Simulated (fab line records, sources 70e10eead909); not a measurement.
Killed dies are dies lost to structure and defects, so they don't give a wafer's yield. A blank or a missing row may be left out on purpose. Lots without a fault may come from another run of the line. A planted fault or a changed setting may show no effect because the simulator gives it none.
One fault seen from 2 desks | flow nand_harc | each desk has only its own numbers; what lay behind them comes last

THE DEFECT DESK
What the inspections along the route counted, lot by lot: means of the sampled wafers that have a number. A lot is out of limits, marked OUT, if its mean lies more than 4 standard deviations from the usual mean; the brackets give that distance.
Columns: A = raw_defect_count at NHARC_P_M1_INSPECT_11, usual 4.0
lot  | first seen here | A
L213 | day 6 04:14     | 4.0
L216 | day 6 16:59     | 3.7
L217 | day 6 21:41     | 5.7
L215 | day 7 01:20     | 4.7
L219 | day 7 04:27     | 3.7
L220 | day 7 21:51     | 3.0
L221 | day 7 23:10     | 5.0
L222 | day 7 23:44     | 3.7
L224 | day 8 12:49     | 4.7
L223 | day 8 13:30     | 4.7
L226 | day 9 06:57     | 2.7
L225 | day 9 07:58     | 4.0
L235 | day 11 11:25    | 4.0
This desk's finding: nothing out of limits on any of the 13 lots.

THE METROLOGY DESK
What the gauges read, lot by lot, whatever tool the lot ran on: means of the sampled wafers that have a number. A lot is out of limits, marked OUT, if its mean lies more than 4 standard deviations from the usual mean; the brackets give that distance.
Columns: A = cd_nm at NHARC_P_ZERO_WELL_CD_MEAS_11, usual 500.4 nm
lot  | first seen here | A
L213 | day 1 13:09     | 502.4
L215 | day 2 01:07     | 502.1
L216 | day 2 07:08     | 502.1
L217 | day 2 13:15     | 501.0
L219 | day 3 01:29     | 502.7
L220 | day 3 07:14     | 502.4
L221 | day 3 13:14     | 501.2
L222 | day 3 19:15     | 498.6
L223 | day 4 01:07     | 500.2
L224 | day 4 07:14     | 498.9
L225 | day 4 13:07     | 502.5
L226 | day 4 19:07     | 502.6
L235 | day 7 01:14     | 500.4
This desk's finding: nothing out of limits on any of the 13 lots.

PUT TOGETHER
The defect desk saw nothing out of limits.
The metrology desk saw nothing out of limits.

WHAT THE SIMULATOR HAD PUT IN
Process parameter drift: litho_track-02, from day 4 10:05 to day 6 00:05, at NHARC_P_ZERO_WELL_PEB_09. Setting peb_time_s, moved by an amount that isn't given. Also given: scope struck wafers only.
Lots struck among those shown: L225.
